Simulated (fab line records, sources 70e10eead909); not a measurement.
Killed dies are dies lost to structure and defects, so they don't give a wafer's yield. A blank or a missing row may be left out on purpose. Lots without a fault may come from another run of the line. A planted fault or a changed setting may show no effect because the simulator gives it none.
A struck lot beside a sound one | flow nand_harc | 14 steps out of a route of 1159
Sound: wafers L918.2, L918.3, L918.5. Struck: wafers L930.1, L930.2, L930.6. The cause comes at the end.
At each step with rows: each side's tool, then ch and its chambers, then its first start. Under that, the readings that differ: sound wafers | struck wafers | difference of the means | sigmas: that difference in standard deviations of wafers without a fault.
alike: readings whose means differ by less than 2 such deviations, and words and numbers that are the same on both sides. not compared: withheld readings, readings that some wafer has no value for, bounds like >300 that may hide the same value, and numbers for which the record gives no deviation and whose values overlap.
The two part at a step that has a row with sigmas, a row that says differs or no value, or rows on one side only. Numbers that don't overlap but have no deviation are shown without sigmas and don't part them. A reading that every wafer of one side lacks parts them only if that side has two wafers or more.

NHARC_A_M1_PRE_CLEAN_32: time 12 s.
  sound on pecvd-04 ch 0,1,2, day 18 23:58; struck on pecvd-04 ch 0,2, day 22 11:34
  alike: heater_power_w
NHARC_A_M1_DEP_33: deposits SiCN, target thk 30 nm.
  sound on pecvd-04 ch 0,1,2, day 19 00:03; struck on pecvd-04 ch 0,2, day 22 11:40
  alike: heater_power_w
NHARC_A_BONDPAD_DEP_00: deposits SiCN, target thk 250 nm.
  sound on pecvd-01 ch 0,1, day 19 00:37; struck on pecvd-01 ch 0,1, day 22 12:11
  alike: heater_power_w
NHARC_A_BONDPAD_CMP_29: polishes SiCN, target thk 200 nm.
  sound on cmp-03 ch 0,1,3, day 19 01:04; struck on cmp-01 ch 0,2, day 22 12:35
  alike: motor_current_A, retaining_ring_pressure_frac
NHARC_A_BONDPAD_THK_MEAS_30: measures by ellipsometry.
  sound on film_metro-02, day 19 01:16; struck on film_metro-01, day 22 12:50
  alike: thk_nm
then, 7 steps without rows for these wafers: NHARC_A_BONDPAD_SRD_31; NHARC_A_BONDPAD_DEHYDRATE_01 (time 120 s); NHARC_A_BONDPAD_HMDS_02 (time 30 s); NHARC_A_BONDPAD_COAT_33 (time 65 s); NHARC_A_BONDPAD_COAT_03 (resist thk 600 nm); NHARC_A_BONDPAD_SOFTBAKE_04 (time 70 s); NHARC_A_BONDPAD_EBR_05.
NHARC_A_BONDPAD_EXPOSE_06: exposes mask A BPAD.
  sound on krf_scanner-02 ch 0, day 19 01:41; struck on krf_scanner-04, day 22 13:07
  no value came back on the struck wafers for exposure_dose_mJ_cm2, focus_offset_nm (nm); on the sound wafers exposure_dose_mJ_cm2 reads 36.95 36.97 36.95
  alike: mask
then, 1 step without rows for these wafers: NHARC_A_BONDPAD_PEB_07 (peb time 80 s).

WHERE THEY PART
Only at NHARC_A_BONDPAD_EXPOSE_06, within this record.

WHY: what the simulator had put in
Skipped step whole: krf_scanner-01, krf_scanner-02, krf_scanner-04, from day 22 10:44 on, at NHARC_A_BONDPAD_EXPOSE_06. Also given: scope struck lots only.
